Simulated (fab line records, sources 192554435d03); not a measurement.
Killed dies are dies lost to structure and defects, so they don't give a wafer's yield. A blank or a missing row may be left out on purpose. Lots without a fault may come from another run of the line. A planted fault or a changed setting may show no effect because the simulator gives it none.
A struck lot beside a sound one | flow n5_finfet | 15 steps out of a route of 1938
Sound: wafers L872.1, L872.5, L872.6. Struck: wafer L881.3. (L881.5 of the same lot was not struck and is left out.) The cause comes at the end.
At each step with rows: each side's tool, then ch and its chambers, then its first start. Under that, the readings that differ: sound wafers | struck wafers | difference of the means | sigmas: that difference in standard deviations of wafers without a fault.
alike: readings whose means differ by less than 2 such deviations, and words and numbers that are the same on both sides. not compared: withheld readings, readings that some wafer has no value for, bounds like >300 that may hide the same value, and numbers for which the record gives no deviation and whose values overlap.
The two part at a step that has a row with sigmas, a row that says differs or no value, or rows on one side only. Numbers that don't overlap but have no deviation are shown without sigmas and don't part them. A reading that every wafer of one side lacks parts them only if that side has two wafers or more.

first, 1 step without rows for these wafers: N5_FIN_CUT_STRIP_31 (strips in N2/H2).
N5_FIN_CUT_STRIP_24: strips in CF4.
  sound on rie_diel-01 ch 0,3, day 2 03:27; struck on rie_diel-05 ch 2, day 4 10:34
  alike: drypump_motor_current_A, oes_product_au, rf_vpp_V, showerhead_plenum_p_Torr, throttle_valve_pct
  not compared: rf_hours_counter_h
N5_FIN_CUT_CUT_ETCH_26: etches SiNx in CH3F/O2, target depth 39 nm, time 55.7 s.
  sound on rie_diel-01 ch 0,3, day 2 03:28; struck on rie_diel-05 ch 2, day 4 10:35
  alike: drypump_motor_current_A, oes_product_au, rf_vpp_V, showerhead_plenum_p_Torr, throttle_valve_pct
  not compared: rf_hours_counter_h
then, 3 steps without rows for these wafers: N5_FIN_CUT_CUT_ETCH_27 (etches SiO2 in CHF3/O2, target depth 4 nm, overetch 2 nm, time 4.9 s); N5_FIN_CUT_PRECLEAN_35 (cleans in vHF, time 13.3 s); N5_FIN_CUT_CUT_ETCH_15 (etches Si in HBr/Cl2/O2, target depth 100 nm, bt time 10 s, time 42.4 s).
N5_FIN_CUT_CUT_ETCH_28: etches Si in HBr/Cl2/O2, target depth 6 nm, time 2.4 s.
  sound on rie_si-04 ch 1,2,3, day 2 03:43; struck on rie_si-04 ch 3, day 4 10:50
  alike: drypump_motor_current_A, oes_product_au, throttle_valve_pct
  not compared: rf_hours_counter_h
N5_FIN_CUT_STRIP_22: strips in N2/H2.
  sound on rie_diel-05 ch 1,2, day 2 03:47; struck on rie_diel-04 ch 0, day 4 10:54
  alike: drypump_motor_current_A, oes_product_au, rf_vpp_V, showerhead_plenum_p_Torr, throttle_valve_pct
  not compared: rf_hours_counter_h
then, 3 steps without rows for these wafers: N5_FIN_CUT_PRECLEAN_36 (cleans in O3/DIW, time 60 s); N5_FIN_CUT_SRD_32 (time 30 s); N5_FIN_CUT_UV_OZONE_34 (time 120 s).
N5_FIN_CUT_INSPECT_17: inspects for defects (brightfield).
  sound on defect_inspect-01, day 2 03:57; struck on defect_inspect-01, day 4 11:04
  alike: raw_defect_count
N5_STI_FIN_REVEAL_ALD_00: deposits SiO2, target thk 1 nm, pulse time 1 s.
  sound on ald_sin-01 ch 0,3, day 2 04:41; struck on ald_sin-02 ch 0, day 4 11:06
  reading                                         | sound | struck | difference | sigmas
  model.SiO2_of_STI_FIN_REVEAL_ALD_00.thk_nm (nm) | 1 1 1 | 1.4    | +0.4       |
  alike: heater_power_w, precursor_pulse_height_rel
N5_STI_FIN_REVEAL_ALD_14: deposits Si3N4, target thk 3 nm.
  sound on ald_sin-01 ch 0,3, day 2 04:44; struck on ald_sin-02 ch 0, day 4 11:09
  alike: heater_power_w
-- the record jumps here: 7 days lie between the struck wafers' starts before and after (it left off in module STI_FIN_REVEAL and takes up again in module BEOL_M4, whose first step shown is number 1111 of the route) --
N5_BEOL_M4_RC_MEAS_101:
  sound on prober-01 ch 0, day 10 05:14; struck on prober-02 ch 0, day 11 17:19
  reading       | sound          | struck | difference | sigmas
  SS_N (mV/dec) | 72.4 71.7 71.6 | 70.5   | -1.4       | -2
  alike: DIBL_N, DIBL_P, IOFF_N, IOFF_P, ION_N, ION_P, SS_P, VT_N, VT_P

WHERE THEY PART
Only at N5_BEOL_M4_RC_MEAS_101, within this record.

WHY: what the simulator had put in
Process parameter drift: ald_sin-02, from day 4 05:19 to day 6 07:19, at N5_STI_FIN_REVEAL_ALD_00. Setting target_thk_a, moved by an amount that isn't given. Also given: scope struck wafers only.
